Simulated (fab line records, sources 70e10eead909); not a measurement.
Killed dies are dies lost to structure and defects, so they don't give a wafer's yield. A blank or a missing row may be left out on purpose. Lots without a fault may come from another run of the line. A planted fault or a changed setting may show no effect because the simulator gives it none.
Chamber matching | flow nand_harc | NHARC_A_STAIRCASE_ETCH_253 on rie_diel-03: 4 sister chambers
The step etches the open film in C4F8/O2, target depth 50 nm, time 20.2 s. 8 wafers are shown with their chamber, then 7 later ones without.

WAFERS WITH THEIR CHAMBER
wafer  | chamber | rf_vpp_V (V) | rf_fwd_power_W (W)
L081.3 | 1       | 905          | 589
L081.4 | 3       | 900          | 591
L080.4 | 3       | 900          | 589
L080.5 | 2       | 900          | 588
L084.2 | 2       | 898          | 588
L084.6 | 0       | 906          | 592
L083.1 | 0       | 905          | 590
L083.2 | 1       | 905          | 594

WAFERS WITHOUT THEIR CHAMBER
wafer  | rf_vpp_V (V) | rf_fwd_power_W (W)
L083.4 | 899          | 586
L085.2 | 904          | 592
L085.4 | 899          | 586
L085.5 | 905          | 590
L092.2 | 904          | 590
L092.5 | 903          | 591
L092.6 | 899          | 590

WHICH CHAMBER EACH WENT THROUGH
wafer  | from the rows above          | in truth
L083.4 | can't be placed: 2 or 3      | 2
L085.2 | can't be placed: 1 or 0      | 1
L085.4 | can't be placed: 2 or 3      | 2
L085.5 | can't be placed: 1 or 0      | 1
L092.2 | can't be placed: 1 or 0      | 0
L092.5 | can't be placed: 1 or 0 or 3 | 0
L092.6 | can't be placed: 2 or 3      | 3
Placed correctly: 0 of 7. Can't be placed from these rows: 7 (the true chamber is among the candidates in 7). Placed wrongly: 0.
How it was worked out, from the rows above alone: a wafer's distance from a chamber is the root of the sum, over the readings, of the square of ((its reading less the chamber's mean) divided by the reading's scatter). The wafer belongs to the nearest chamber; if the next one is less than 2 further off, it can't be placed. A chamber's mean is the mean of its shown wafers. The scatter: the root of (the sum of the squares of (reading less its chamber's mean) over the shown wafers, divided by (wafers less chambers)).
